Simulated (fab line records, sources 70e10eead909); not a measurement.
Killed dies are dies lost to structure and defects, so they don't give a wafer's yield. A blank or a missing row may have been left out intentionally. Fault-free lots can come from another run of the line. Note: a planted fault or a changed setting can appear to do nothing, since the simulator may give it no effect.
Matching of chambers ; flow nand harc ; 3 sister chambers for NHARC_P_M1_DEP_33 on pecvd-02
The step deposits SiCN, target thk 30 nm. 3 wafers are shown with their chamber, then 7 later ones without.

## WAFERS PAIRED WITH THEIR CHAMBERS
wafer;chamber;heater power w (W)
L177.3;0;568
L178.1;2;579
L178.4;1;647

## WAFERS WITHOUT THEIR CHAMBER
wafer;heater power w (W)
L178.5;459
L180.2;489
L180.4;504
L180.6;570
L183.2;503
L183.3;587
L183.5;504

## CHAMBER TAKEN BY EACH
wafer;from the rows above;in truth
L178.5;can't be placed: 0 or 2 or 1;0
L180.2;can't be placed: 0 or 2 or 1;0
L180.4;can't be placed: 0 or 2 or 1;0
L180.6;can't be placed: 0 or 2 or 1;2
L183.2;can't be placed: 0 or 2 or 1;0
L183.3;can't be placed: 2 or 0 or 1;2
L183.5;can't be placed: 0 or 2 or 1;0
Correct placement for 0 of the 7. These rows do not allow placing 7 (true chamber among the candidates in 7). Placed wrongly: 0.
How it was worked out, from the rows above alone: a wafer's distance from a chamber is the root of the sum, over the readings, of the square of ((its reading less the chamber's mean) divided by the reading's scatter). The wafer belongs to the nearest chamber; if the next one is less than 2 further off, it can't be placed. For every chamber, the mean is computed from those of its wafers that are shown. The scatter: root of mean squared gap, hidden wafer to nearest shown wafer, with one shown wafer a chamber.
